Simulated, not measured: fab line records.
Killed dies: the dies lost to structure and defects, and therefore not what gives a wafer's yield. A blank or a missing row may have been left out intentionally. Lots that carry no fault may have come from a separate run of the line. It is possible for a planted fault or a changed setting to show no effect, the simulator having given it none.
Chamber matching | flow n5-finfet | 4 sister chambers for N5_BEOL_M3_ALD_98 on ald-sin-04
The step deposits SiO2, target thk 2.5 nm, pulse time 1 s, co reactant pulse time 1 s. 16 wafers are shown with their chamber, then 8 later ones without.

EACH WAFER AND ITS CHAMBER
wafer  | chamber | heater-power-w (W) | precursor-pulse-height-rel
L074.2 | 1       | 83                 | 1.002
L074.5 | 3       | 95                 | 1.020
L074.6 | 2       | 86                 | 0.985
L080.1 | 0       | 71                 | 0.981
L080.3 | 3       | 91                 | 0.993
L080.4 | 1       | 82                 | 0.973
L079.2 | 0       | 72                 | 0.998
L079.3 | 2       | 89                 | 1.005
L079.4 | 1       | 83                 | 1.025
L081.2 | 0       | 73                 | 1.014
L081.5 | 2       | 87                 | 1.019
L081.6 | 1       | 82                 | 0.988
L085.1 | 2       | 86                 | 0.964
L085.3 | 0       | 72                 | 0.998
L085.6 | 0       | 72                 | 1.019
L088.1 | 3       | 94                 | 0.979

SIGNATURES (means of the wafers above)
reading                    | chamber 0 | chamber 1 | chamber 2 | chamber 3 | scatter within a chamber
heater-power-w             | 72.00     | 82.50     | 87.00     | 93.33     | 1.21
precursor-pulse-height-rel | 1.00200   | 0.99700   | 0.99325   | 0.99733   | 0.0203
Rule: distance of a wafer from a chamber = root of the sum over the readings of ((wafer's reading minus chamber's mean) / reading's scatter) squared. The wafer belongs to the nearest chamber; if the next one is less than 2 further off, it can't be placed. The scatter is the square root of a quotient: the sum, over the shown wafers, of each reading's squared deviation from its chamber's mean, divided by wafers minus chambers.

WAFERS WITHOUT THEIR CHAMBER
wafer  | heater-power-w (W) | precursor-pulse-height-rel
L088.3 | 72                 | 1.012
L088.6 | 91                 | 1.019
L089.1 | 92                 | 0.998
L089.3 | 72                 | 0.992
L089.5 | 93                 | 1.008
L097.4 | 82                 | 1.003
L097.5 | 93                 | 1.028
L097.6 | 88                 | 1.040

CHAMBER TAKEN BY EACH
wafer  | from the rows above     | in truth
L088.3 | 0                       | 0
L088.6 | can't be placed: 3 or 2 | 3
L089.1 | 3                       | 3
L089.3 | 0                       | 0
L089.5 | 3                       | 3
L097.4 | 1                       | 1
L097.5 | 3                       | 3
L097.6 | 2                       | 2
7 of 8 placed correctly. Unplaceable from these rows: 1, with the true chamber sitting among the candidates in 1. Placed wrongly: 0.
